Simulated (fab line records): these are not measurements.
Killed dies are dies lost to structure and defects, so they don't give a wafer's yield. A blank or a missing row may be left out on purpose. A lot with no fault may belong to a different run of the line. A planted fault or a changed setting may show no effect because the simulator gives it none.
fab line records	flow n5-finfet
record: lots: 10	wafers: 30	last-day: 18
route steps=1938 shown BEOL_M10@1506 BEOL_M15@1808 MIM_TOP_ETCH@1852 PASSIVATION@1936
lots that met no fault: from a run of the same line without faults
start-h: hours from the record's first day to the start of the lot's first wafer shown	wait-h: how many hours have passed since the lot's step before this one	" same as the row above	L1.1+2: one row covering several wafers at once	- no value present, or no start provided	* or withheld: withheld	< > ~ a bound
route shown NAME@n: a module of which the file shows steps, and the number in the route of the first	usual: mean/standard deviation of fault-free wafers	same: alike in all rows	chamber/n: place in a boat	sites: per-site readings	_std_site: their standard deviation	_edge_site: the outer-site mean with the inner-site mean subtracted	radius-mm: for every site, how far away it sits from the centre of the wafer	mask NAME#n: copy n	behind: the last tool/chamber to shape the wafer	hold: reason for holding the lot/hours on hold/outcome of the hold	device: transistor that didn't switch, given as n, p or np	end of line: tests of these same wafers at the route's end	a step without rows: its recipe alone	killed: count of dies lost to structure and defects at first sort (not the wafer's yield)	map: the dies of a wafer, with x for killed, . for not killed, _ for no die there
set.NAME: the run value of the setting; set.NAME@STEP: its run value at that earlier step	model.NAME: the simulator's own value behind a step, which no gauge read
one table for each step of the route and one row for each wafer, over a sample of lots
services: from which hour (start-h, from the record's first day; less than 0 if before it) a tool's chamber was out of use, for how many hours, and why
== steps ==
step: N5_BEOL_M10_ETCH_65
recipe: chemistry: CF4	target: SiARC	target-depth-a: 390	mask-material: CAR-ArF	time-s: 65	ion-energy-ev: 80	pressure-mtorr: 40	source-w: 545	bias-w: 36	Ar_flow_sccm: 100	cf4-flow-sccm: 100	ends: cleared
usual: drypump-motor-current-A: 5.8/0.48	etch-rf-on-time-s: 65.4/2	oes-product-au: 0.69/0.088	rf-vpp-V: 184.4/1.2	showerhead-plenum-p-Torr: 2.17/0.076	throttle-valve-pct: 15.58/0.26
lot.wafer	tool	chamber	start-h	wait-h	drypump-motor-current-A	etch-rf-on-time-s	oes-product-au	rf-hours-counter-h	rf-vpp-V	showerhead-plenum-p-Torr	throttle-valve-pct
L885.2	rie-diel-04	1	264.16	0.0	5.3	68.9	0.58	239	184.3	2.21	16.12
L885.3	"	3	"	"	5.7	67.2	0.57	242	185.5	2.19	16.08
L885.6	"	3	"	"	5.7	67.0	0.57	-	185.6	2.19	16.09
L887.1	rie-diel-05	3	277.11	0.0	6.1	66.5	0.62	200	182.6	2.13	15.83
L887.4	"	2	"	"	5.5	65.1	0.60	236	184.9	2.19	15.57
L887.5	"	2	"	"	5.5	65.6	0.60	-	183.9	2.19	15.56
L888.1	rie-diel-02	0	277.28	0.0	5.8	64.4	0.79	17	186.4	2.27	15.18
L888.3	"	3	"	"	4.9	63.7	0.58	249	184.2	2.11	15.77
L888.6	"	0	"	"	5.7	65.0	0.78	-	185.1	2.27	15.18
L889.3	rie-diel-04	1	285.18	0.0	5.3	68.2	0.57	247	185.1	2.21	16.14
L889.5	"	0	"	"	5.6	66.2	0.65	-	183.4	2.07	15.38
L889.6	"	1	"	"	5.3	68.3	0.58	-	185.4	2.21	16.12
L890.3	rie-diel-04	1	298.92	0.0	5.3	68.8	0.57	253	184.8	2.21	16.16
L890.5	"	2	"	"	6.0	65.2	0.60	-	183.1	2.03	15.56
L890.6	"	1	"	"	5.3	68.2	0.58	-	185.0	2.21	16.14
L893.4	rie-diel-05	3	309.43	0.0	6.1	66.1	0.61	-	184.1	2.12	15.84
L893.5	"	1	"	"	6.5	64.0	0.78	-	185.5	2.27	15.43
L893.6	"	2	"	"	5.5	65.3	0.59	-	184.8	2.19	15.57
L894.2	rie-diel-02	1	313.36	0.0	5.8	69.7	0.56	250	185.7	2.18	15.88
L894.5	"	3	"	"	4.9	62.6	0.85	-	182.8	2.10	15.27
L894.6	"	1	"	"	5.8	69.4	0.57	-	183.9	2.18	15.90
L892.1	rie-diel-02	0	320.45	0.0	5.8	65.1	0.76	31	186.0	2.27	15.22
L892.4	"	0	"	"	5.8	65.4	0.76	-	185.0	2.27	15.22
L892.5	"	3	"	"	4.9	62.2	0.83	-	183.8	2.10	15.28
L901.3	rie-diel-05	1	356.41	0.0	6.5	64.5	0.75	33	186.2	2.27	15.49
L901.4	"	0	"	"	5.6	66.8	0.81	9	183.1	2.10	15.58
L901.6	"	3	"	"	6.1	65.5	0.60	-	184.0	2.12	15.86
L900.1	rie-diel-05	0	365.45	0.0	5.6	66.7	0.80	10	184.8	2.10	15.60
L900.3	"	2	"	"	5.5	64.2	0.80	8	184.0	2.19	15.09
L900.5	"	0	"	"	5.6	66.3	0.81	-	183.4	2.10	15.60
step: N5_BEOL_M15_ETCH_61
recipe: chemistry: N2/H2	target: BARC	target-depth-a: 890	overetch-a: 267	time-s: 67.9	ion-energy-ev: 200	pressure-mtorr: 30	source-w: 840	bias-w: 150	n2-flow-sccm: 200	h2-flow-sccm: 200
usual: drypump-motor-current-A: 5.6/0.54	oes-product-au: 0.65/0.052	rf-vpp-V: 523.6/2.3	showerhead-plenum-p-Torr: 2.53/0.083	throttle-valve-pct: 17.92/0.23
lot.wafer	tool	chamber	start-h	wait-h	drypump-motor-current-A	oes-product-au	rf-hours-counter-h	rf-vpp-V	showerhead-plenum-p-Torr	throttle-valve-pct
L885.2	rie-diel-01	1	296.93	0.0	5.8	0.59	227	519.7	2.42	18.13
L885.3	"	3	"	"	6.3	0.71	78	522.0	2.45	17.45
L885.6	"	0	"	"	6.0	0.59	-	521.9	2.52	18.11
L888.1	rie-diel-03	0	315.01	0.0	5.5	0.73	49	524.6	2.60	17.79
L888.3	"	2	"	"	5.1	0.65	124	524.1	2.57	17.96
L888.6	"	2	"	"	5.1	0.65	-	524.0	2.57	17.96
L887.1	rie-diel-03	2	319.85	0.0	5.1	0.65	125	525.4	2.57	17.96
L887.4	"	1	"	"	5.0	0.67	133	521.9	2.45	18.18
L887.5	"	1	"	"	5.0	0.66	-	521.6	2.45	18.19
L889.3	rie-diel-06	0	322.13	0.0	6.6	0.73	77	524.4	2.59	17.46
L889.5	"	0	"	"	6.6	0.72	-	525.1	2.59	17.47
L889.6	"	1	"	"	5.2	0.72	-	526.4	2.58	18.10
L890.3	rie-diel-01	1	355.61	0.0	5.8	0.59	241	519.7	2.41	18.14
L890.5	"	3	"	"	6.3	0.69	-	519.6	2.45	17.47
L890.6	"	2	"	"	5.9	0.64	-	527.2	2.64	17.88
L893.4	rie-diel-03	3	358.84	0.0	4.7	0.62	175	522.9	2.43	18.11
L893.5	"	2	"	"	5.1	0.64	-	524.0	2.56	17.96
L893.6	"	1	"	"	5.0	0.66	-	522.6	2.45	18.18
L894.2	rie-diel-03	1	359.17	0.0	5.0	0.66	142	521.3	2.45	18.18
L894.5	"	0	"	"	5.5	0.73	-	525.1	2.59	17.81
L894.6	"	3	"	"	4.7	0.63	-	520.1	2.43	18.13
L892.1	rie-diel-01	0	366.48	0.0	6.1	0.58	228	523.6	2.51	18.16
L892.4	"	3	"	"	6.2	0.69	98	521.9	2.45	17.46
L892.5	"	1	"	"	5.8	0.59	-	520.7	2.41	18.15
L901.3	rie-diel-01	0	396.48	0.0	6.0	0.57	241	520.4	2.51	18.18
L901.4	"	2	"	"	5.9	0.63	-	526.0	2.63	17.92
L901.6	"	0	"	"	6.0	0.57	-	522.7	2.51	18.17
L900.1	rie-diel-06	3	407.24	0.0	5.9	0.61	215	523.7	2.50	17.82
L900.3	"	2	"	"	6.0	0.60	228	524.5	2.62	17.97
L900.5	"	2	"	"	5.9	0.60	-	525.5	2.62	17.97
step: N5_BEOL_M15_SPUTTER_43
recipe: material: TaN	target-thk-a: 150	temp-c: 50	bias-v: 168.6	power-w: 15000	chamber-pressure-pa: 0.12	time-s: 24.19
usual: substrate-temp-c: 50.00/0.11	throttle-valve-pct: 30.4/0.91
lot.wafer	tool	chamber	start-h	wait-h	substrate-temp-c	throttle-valve-pct
L885.2	pvd-sputter-03	-	306.56	0.0	50.08	31.2
L885.3	"	-	"	"	49.99	29.9
L885.6	"	-	"	"	49.98	30.2
L888.1	pvd-sputter-03	-	317.95	0.0	50.02	31.7
L888.3	"	-	"	"	50.08	30.1
L888.6	"	-	"	"	50.29	29.7
L887.1	pvd-sputter-02	-	322.44	0.0	50.07	31.9
L887.4	"	-	"	"	50.03	30.2
L887.5	"	-	"	"	49.98	29.6
L889.3	pvd-sputter-03	-	323.01	0.0	50.02	31.7
L889.5	"	-	"	"	50.14	30.0
L889.6	"	-	"	"	49.93	31.7
L890.3	pvd-sputter-03	-	356.32	0.0	50.16	31.6
L890.5	"	-	"	"	49.96	29.5
L890.6	"	-	"	"	49.99	31.3
L893.4	pvd-sputter-02	-	361.42	0.0	49.89	29.6
L893.5	"	-	"	"	50.06	29.9
L893.6	"	-	"	"	50.18	31.7
L894.2	pvd-sputter-01	-	361.46	0.0	50.09	30.7
L894.5	"	-	"	"	49.97	30.5
L894.6	"	-	"	"	50.16	30.2
L892.1	pvd-sputter-01	-	369.25	0.0	49.95	28.2
L892.4	"	-	"	"	49.87	30.2
L892.5	"	-	"	"	50.07	30.4
L901.3	pvd-sputter-02	-	402.08	0.0	50.10	30.0
L901.4	"	-	"	"	50.13	29.5
L901.6	"	-	"	"	50.00	31.9
L900.1	pvd-sputter-03	-	411.73	0.0	50.01	30.0
L900.3	"	-	"	"	49.93	31.8
L900.5	"	-	"	"	50.10	31.5
step: N5_MIM_TOP_ETCH_STRIP_01
recipe: chemistry: O2	power-w: 600	temp-c: 60	pressure-mtorr: 30	rf-frequency-hz: 6e+07	bias-power-w: 0	overash-fraction: 0.5	o2-flow-sccm: 225
usual: drypump-motor-current-A: 5.7/0.53	oes-product-au: 0.76/0.067	rf-vpp-V: 3.5/1.4	showerhead-plenum-p-Torr: 2.10/0.059	temp-c: 59.99/0.11	throttle-valve-pct: 16.73/0.24
lot.wafer	tool	chamber	start-h	wait-h	drypump-motor-current-A	oes-product-au	rf-hours-counter-h	rf-vpp-V	showerhead-plenum-p-Torr	temp-c	throttle-valve-pct
L885.2	rie-diel-03	1	314.63	0.1	5.0	0.82	131	3.4	2.02	60.02	16.95
L885.3	"	0	"	"	5.5	0.87	49	2.7	2.13	60.16	16.57
L885.6	"	2	"	"	5.1	0.76	-	4.0	2.13	60.10	16.74
L888.1	rie-diel-01	0	323.72	0.1	6.0	0.70	218	5.0	2.10	59.89	17.03
L888.3	"	3	"	"	6.2	0.80	86	2.3	2.04	59.94	16.44
L888.6	"	0	"	"	6.1	0.68	-	1.7	2.10	60.00	17.06
L889.3	rie-diel-01	1	331.74	0.3	5.8	0.68	237	4.2	1.99	59.68	16.97
L889.5	"	1	"	"	5.8	0.67	-	3.4	1.99	60.05	16.95
L889.6	"	2	"	"	5.8	0.72	-	1.8	2.20	59.91	16.85
L887.1	rie-diel-06	3	331.86	0.1	6.0	0.71	193	3.8	2.10	60.02	16.77
L887.4	"	1	"	"	5.2	0.84	60	2.4	2.13	60.08	16.79
L887.5	"	3	"	"	6.0	0.73	-	3.1	2.10	60.02	16.75
L890.3	rie-diel-01	3	361.94	0.1	6.2	0.80	96	1.8	2.04	60.00	16.45
L890.5	"	1	"	"	5.8	0.68	-	3.6	1.99	60.03	16.93
L890.6	"	2	"	"	5.9	0.75	-	3.7	2.20	59.94	16.92
L893.4	rie-diel-06	2	367.20	0.1	6.0	0.70	212	2.7	2.15	60.12	16.69
L893.5	"	3	"	"	6.0	0.71	-	2.2	2.10	59.95	16.78
L893.6	"	2	"	"	6.0	0.70	-	3.4	2.15	59.99	16.71
L894.2	rie-diel-03	3	367.53	0.1	4.7	0.73	177	1.8	2.01	59.77	16.86
L894.5	"	3	"	"	4.7	0.72	-	3.7	2.01	59.89	16.82
L894.6	"	2	"	"	5.1	0.75	-	1.4	2.12	59.98	16.82
L892.1	rie-diel-01	2	375.38	0.2	5.8	0.72	161	2.5	2.20	60.08	16.87
L892.4	"	3	"	"	6.2	0.80	102	3.2	2.03	60.02	16.49
L892.5	"	3	"	"	6.3	0.78	-	3.8	2.03	59.97	16.43
L901.3	rie-diel-06	3	406.91	0.1	6.0	0.69	215	2.7	2.09	59.78	16.78
L901.4	"	1	"	"	5.2	0.80	85	4.5	2.12	60.18	16.84
L901.6	"	1	"	"	5.2	0.80	-	4.3	2.12	59.88	16.79
L900.1	rie-diel-06	1	417.34	0.2	5.2	0.81	90	2.1	2.12	60.09	16.83
L900.3	"	0	"	"	6.6	0.82	109	4.3	2.11	59.98	16.21
L900.5	"	2	"	"	6.0	0.69	-	3.1	2.14	60.13	16.65
step: N5_PASSIVATION_PROBE_49
usual: defect-limited-yield: 91.6/1.4	killed_at_M0_to_M3: 35/10	killed_at_M4_up: 13/4.8	killed-at-contacts: 12/7.2	killed-at-front-end: 36/12	killed-at-other: 4/3.1	killed-dies: 100/17	killed-open: 66/13	killed-short: 32/7.3	sort_bin_5_function: 5.0/0.94	sort_bin_6_memory: 3.1/0.67	sort_bin_8_speed: 0.01/0.047	sort-n-pass: 1080/17	sort-yield-pct: 91.6/1.4
same: gross-dies: 1180	killed-at-back-side: 0	sort_bin_4_leakage[%]: 0
lot.wafer	tool	chamber	start-h	wait-h	defect-limited-yield[%]	killed_at_M0_to_M3	killed_at_M4_up	killed-at-contacts	killed-at-front-end	killed-at-other	killed-dies	killed-open	killed-short	sort_bin_5_function[%]	sort_bin_6_memory[%]	sort_bin_8_speed[%]	sort-n-pass	sort-yield-pct[%]
L885.2	prober-02	-	323.42	0.1	89.7	52	14	11	42	2	121	90	30	6.8	3.2	0	1059	89.7
L885.3	prober-02	-	323.47	0.1	89.9	59	7	10	41	2	119	78	40	6.4	3.3	0	1061	89.9
L885.6	prober-02	-	323.62	0.3	91.1	38	12	13	39	3	105	71	33	5.5	3.1	0	1075	91.1
L894.2	prober-02	-	377.10	0.4	91.6	46	14	7	26	6	99	62	36	5.0	3.2	0	1081	91.6
L894.5	prober-02	-	377.25	0.5	91.5	42	15	4	38	1	100	59	40	5.3	2.6	0	1080	91.5
L894.6	prober-02	-	377.30	0.6	92.6	42	9	4	28	4	87	61	26	4.2	3.1	0	1093	92.6
L901.3	prober-01	-	418.66	0.1	84.2	40	111	5	28	2	186	63	28	9.7	4.6	0	994	84.2
L901.4	prober-01	-	418.71	0.2	86.4	31	85	7	35	3	161	60	30	8.9	3.7	0	1019	86.4
L901.6	prober-01	-	418.81	0.3	84.8	28	112	6	31	2	179	51	28	9.6	4.5	0	1001	84.8
L900.1	prober-02	-	427.98	0.0	87.0	25	78	5	42	3	153	56	29	9.1	2.5	0	1027	87.0
L900.3	prober-02	-	428.08	0.1	83.8	33	119	13	23	3	191	58	30	10.3	4.3	0	989	83.8
L900.5	prober-02	-	428.18	0.2	86.4	22	78	4	55	1	160	77	25	8.7	3.3	0	1020	86.4
killed by level:class
L885.2 BEOL_M3:geometric-particle:open=17 BEOL_M2:geometric-particle:open=13 FIN_SAQP:geometric-particle:open=10 MOL_CONTACT_COAG:geometric-particle:open=8 DUMMY_GATE:geometric-particle:open=6 BEOL_M1:geometric-particle:open=6 BEOL_M4:geometric-particle:open=5 BEOL_M6:geometric-particle:open=5
L885.3 BEOL_M3:geometric-particle:open=17 BEOL_M1:geometric-particle:open=14 FIN_SAQP:geometric-particle:open=8 BEOL_M2:geometric-particle:open=8 STI_FIN_REVEAL:geometric-particle:open=7 GATE_CUT:geometric-particle:short=7 MOL_CONTACT_COAG:geometric-particle:open=7 BEOL_M3:geometric-particle:short=5
L885.6 FIN_SAQP:geometric-particle:open=14 MOL_CONTACT_COAG:geometric-particle:open=9 FIN_SAQP:geometric-particle:short=7 BEOL_M4:geometric-particle:open=7 BEOL_M1:geometric-particle:open=6 BEOL_M2:geometric-particle:open=6 BEOL_M0_SAQP:geometric-particle:open=5 BEOL_M0_SAQP:geometric-particle:short=5
L894.2 BEOL_M3:geometric-particle:open=14 BEOL_M0_SAQP:geometric-particle:short=13 BEOL_M0_SAQP:geometric-particle:open=10 BEOL_M4:geometric-particle:open=8 FIN_SAQP:geometric-particle:short=7 MOL_CONTACT_COAG:geometric-particle:open=6 FIN_SAQP:geometric-particle:open=5 BEOL_M3:geometric-particle:short=3
L894.5 BEOL_M0_SAQP:geometric-particle:short=13 FIN_SAQP:geometric-particle:short=10 BEOL_M4:geometric-particle:open=9 BEOL_M0_SAQP:geometric-particle:open=7 BEOL_M2:geometric-particle:open=7 FIN_SAQP:geometric-particle:open=6 BEOL_M0:geometric-particle:open=5 STARTING-WAFER:geometric-particle:open=5
L894.6 BEOL_M2:geometric-particle:open=19 ILD0:geometric-particle:short=6 BEOL_M0:geometric-particle:open=6 BEOL_M3:geometric-particle:open=6 DUMMY_GATE:geometric-particle:open=5 BEOL_M0_SAQP:geometric-particle:short=4 FIN_SAQP:geometric-particle:open=3 BEOL_M7:geometric-particle:open=3
L901.3 BEOL_M10:unspecified=95 BEOL_M0_SAQP:geometric-particle:open=11 BEOL_M4:geometric-particle:open=9 GATE_CUT:geometric-particle:short=7 BEOL_M0_SAQP:geometric-particle:short=7 BEOL_M1:geometric-particle:open=7 BEOL_M2:geometric-particle:open=6 BEOL_M2:geometric-particle:short=5
L901.4 BEOL_M10:unspecified=70 BEOL_M0_SAQP:geometric-particle:open=8 BEOL_M4:geometric-particle:open=8 FIN_SAQP:geometric-particle:open=7 GATE_CUT:geometric-particle:short=6 FIN_SAQP:geometric-particle:short=5 MOL_CONTACT_COAG:geometric-particle:open=5 BEOL_M2:geometric-particle:open=5
L901.6 BEOL_M10:unspecified=100 STI_FIN_REVEAL:geometric-particle:open=11 BEOL_M1:geometric-particle:open=9 BEOL_M2:geometric-particle:open=7 MOL_CONTACT_COAG:geometric-particle:open=5 BEOL_M4:geometric-particle:open=5 STARTING-WAFER:geometric-particle:short=5 BEOL_M0_SAQP:geometric-particle:short=4
L900.1 BEOL_M10:unspecified=67 STI_FIN_REVEAL:geometric-particle:open=10 BEOL_M2:geometric-particle:open=10 GATE_CUT:geometric-particle:short=7 BEOL_M0_SAQP:geometric-particle:open=6 DUMMY_GATE:geometric-particle:open=5 FIN_SAQP:geometric-particle:short=4 MOL_CONTACT_COAG:geometric-particle:open=4
L900.3 BEOL_M10:unspecified=103 BEOL_M2:geometric-particle:open=10 MOL_CONTACT_COAG:geometric-particle:open=9 STI_FIN_REVEAL:geometric-particle:open=7 BEOL_M0_SAQP:geometric-particle:open=5 BEOL_M4:geometric-particle:open=5 MOL_CONTACT_COAG:geometric-particle:short=4 BEOL_M0_SAQP:geometric-particle:short=4
L900.5 BEOL_M10:unspecified=58 STI_FIN_REVEAL:geometric-particle:open=22 BEOL_M4:geometric-particle:open=12 FIN_SAQP:geometric-particle:open=11 BEOL_M0_SAQP:geometric-particle:open=7 STI_FIN_REVEAL:geometric-particle:short=5 GATE_CUT:geometric-particle:short=4 BEOL_M0_SAQP:geometric-particle:short=4
== services ==
tool	chamber	start-h	hours	kind
rie-diel-04	-	241.54	0.5	repair
rie-diel-03	2	257.70	2.6	repair
rie-diel-02	-	268.92	2.8	pm
pvd-sputter-01	-	272.01	0.5	repair
rie-diel-03	-	281.46	14.6	pm
rie-diel-05	2	293.30	10.5	repair
rie-diel-05	-	300.33	0.8	repair
rie-diel-02	0	304.01	13.7	repair
rie-diel-04	-	328.22	20.3	repair
rie-diel-02	2	329.23	17.8	repair
rie-diel-05	-	333.67	14.6	pm
rie-diel-03	0	348.81	7.2	repair
rie-diel-05	0	359.71	4.8	repair
rie-diel-04	3	360.47	4.1	repair
pvd-sputter-02	-	375.57	6.0	repair
rie-diel-02	1	377.18	19.5	repair
pvd-sputter-03	-	378.12	2.5	repair
rie-diel-01	1	381.93	-	clean
rie-diel-01	1	381.93	-	consumable-replace:focus-ring
rie-diel-06	3	390.17	4.9	repair
rie-diel-04	1	399.45	5.4	repair
rie-diel-02	3	410.07	7.9	repair
rie-diel-01	0	412.31	8.5	repair
pvd-sputter-01	-	414.55	1.5	repair
== key ==
first-sign: step: N5_PASSIVATION_PROBE_49	reading: killed_at_M4_up	direction: up	sigmas: 18	usual: 13	struck: 97
effect: step: N5_PASSIVATION_PROBE_49	reading: killed-dies	direction: up	sigmas: 4.3	usual: 100	struck: 172
more-kills-born-at: N5_BEOL_M10_ETCH_65@rie-diel-05: 493
met-at N5_BEOL_M10_ETCH_65
struck-lots L900,L901
not-acting-at N5_BEOL_M15_ETCH_61,N5_BEOL_M15_SPUTTER_43,N5_MIM_TOP_ETCH_STRIP_01
onset-between 309.43 356.41
also-fits time
fault: kind: chamber-particle-source	tool: rie-diel-05	chamber: -	onset-h: 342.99	steps: N5_BEOL_M10_ETCH_65	rate-per-visit-cm2: 0.43855	end-h: 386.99
